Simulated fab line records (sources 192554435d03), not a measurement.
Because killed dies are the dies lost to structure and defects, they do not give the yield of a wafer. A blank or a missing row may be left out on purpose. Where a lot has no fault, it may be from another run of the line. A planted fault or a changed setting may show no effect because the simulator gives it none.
Chamber matching / flow n5-finfet / N5_BEOL_M10_CMP_52 on cmp-03 has 4 sister chambers
The step polishes, stops on SiCOH lowk, t overpolish 7 s, target thk 140 nm. 4 wafers are shown with their chamber, then 8 later ones without.

== WAFERS WITH THEIR CHAMBER ==
wafer=L093.1; chamber=2; motor-current-A (A)=5.8
wafer=L093.3; chamber=3; motor-current-A (A)=7.4
wafer=L093.4; chamber=0; motor-current-A (A)=6.4
wafer=L091.2; chamber=1; motor-current-A (A)=5.4

== WAFERS MISSING THEIR CHAMBER ==
wafer=L091.5; motor-current-A (A)=5.7
wafer=L091.6; motor-current-A (A)=5.6
wafer=L092.1; motor-current-A (A)=6.0
wafer=L092.2; motor-current-A (A)=7.4
wafer=L092.4; motor-current-A (A)=5.4
wafer=L096.1; motor-current-A (A)=6.9
wafer=L096.4; motor-current-A (A)=5.8
wafer=L096.5; motor-current-A (A)=7.8

== WHICH CHAMBER EACH WENT THROUGH ==
wafer=L091.5; from the rows above=can't be placed: 2 or 1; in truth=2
wafer=L091.6; from the rows above=can't be placed: 1 or 2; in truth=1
wafer=L092.1; from the rows above=can't be placed: 2 or 0 or 1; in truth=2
wafer=L092.2; from the rows above=3; in truth=3
wafer=L092.4; from the rows above=can't be placed: 1 or 2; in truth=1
wafer=L096.1; from the rows above=can't be placed: 0 or 3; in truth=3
wafer=L096.4; from the rows above=can't be placed: 2 or 1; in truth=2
wafer=L096.5; from the rows above=3; in truth=3
Correct placement for 2 of the 8. Cannot be placed on the basis of these rows: 6; the candidates contain the true chamber in 6. Number placed wrongly: 0.
How it was worked out, from the rows above alone: a wafer's distance from a chamber is the root of the sum, over the readings, of the square of ((its reading less the chamber's mean) divided by the reading's scatter). If the next closest chamber is less than 2 further off than the closest, the wafer can't be placed; otherwise it belongs to the closest. A chamber's mean is the mean of its shown wafers. The scatter (one wafer shown for each chamber): square how far every hidden wafer sits from the nearest shown wafer, average those squares and take the square root.
